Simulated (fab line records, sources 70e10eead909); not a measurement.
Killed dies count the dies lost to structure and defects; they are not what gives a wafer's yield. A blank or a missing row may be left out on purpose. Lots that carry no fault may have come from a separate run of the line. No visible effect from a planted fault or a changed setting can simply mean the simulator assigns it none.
Matching of chambers -- flow nand harc -- NHARC_P_M0_CMP_23 on cmp-03 has 4 sister chambers
The step polishes, t overpolish 20 s, target thk 117.54 nm. 16 wafers are shown with their chamber, then 8 later ones without.

## EACH WAFER AND ITS CHAMBER
wafer,chamber,motor current A (A),time to endpoint s (s),retaining ring pressure frac
L076.1,0,12.6,29.7,1.009
L076.5,3,13.5,29.3,0.999
L076.6,2,11.8,27.1,1.001
L080.3,0,13.2,27.5,1.005
L080.4,2,12.1,26.1,1.002
L080.6,0,12.6,24.6,1.000
L083.1,0,12.8,28.7,1.010
L083.2,1,11.0,29.9,1.006
L083.6,3,13.2,26.5,1.002
L085.1,3,12.8,26.0,1.002
L085.4,0,13.2,26.9,0.999
L085.5,0,12.4,27.6,1.003
L092.1,0,12.7,27.8,1.001
L092.2,2,11.3,27.7,0.996
L092.4,3,12.7,25.9,0.999
L095.1,3,13.2,26.1,1.003

SIGNATURES (averages over the wafers above)
reading,chamber 0,chamber 1,chamber 2,chamber 3,scatter within a chamber
motor current A,12.786,11.000,11.733,13.080,0.332
time to endpoint s,27.543,29.900,26.967,26.760,1.44
retaining ring pressure frac,1.00386,1.00600,0.99967,1.00100,0.00351
Rule: for each reading, subtract the chamber's mean from the wafer's reading, divide by that reading's scatter and square the result; add these up over the readings and take the root, which gives the wafer's distance from the chamber. If the next closest chamber is less than 2 further off than the closest, the wafer can't be placed; otherwise it belongs to the closest. How the scatter is found: for the shown wafers, subtract from each reading the mean of its chamber, square and add these, divide the total by (wafers less chambers), then take the root.

## WAFERS WHOSE CHAMBER IS MISSING
wafer,motor current A (A),time to endpoint s (s),retaining ring pressure frac
L095.3,11.3,30.6,1.004
L095.4,12.9,26.2,0.991
L096.1,11.3,31.5,1.004
L096.2,10.9,32.9,1.000
L096.3,13.2,28.7,1.002
L097.1,11.0,34.3,0.998
L097.5,11.3,28.7,0.998
L097.6,11.0,29.7,0.998

## THE CHAMBER EACH PASSED THROUGH
wafer,from the rows above,in truth
L095.3,can't be placed: 1 or 2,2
L095.4,can't be placed: 3 or 0 or 2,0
L096.1,1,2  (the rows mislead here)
L096.2,1,1
L096.3,can't be placed: 3 or 0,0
L097.1,can't be placed: 1 or 2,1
L097.5,can't be placed: 2 or 1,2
L097.6,can't be placed: 1 or 2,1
Placed correctly: 1 of 8. Not placeable from these rows: 6 (in 6, the candidates include the true chamber). 1 placed wrongly.
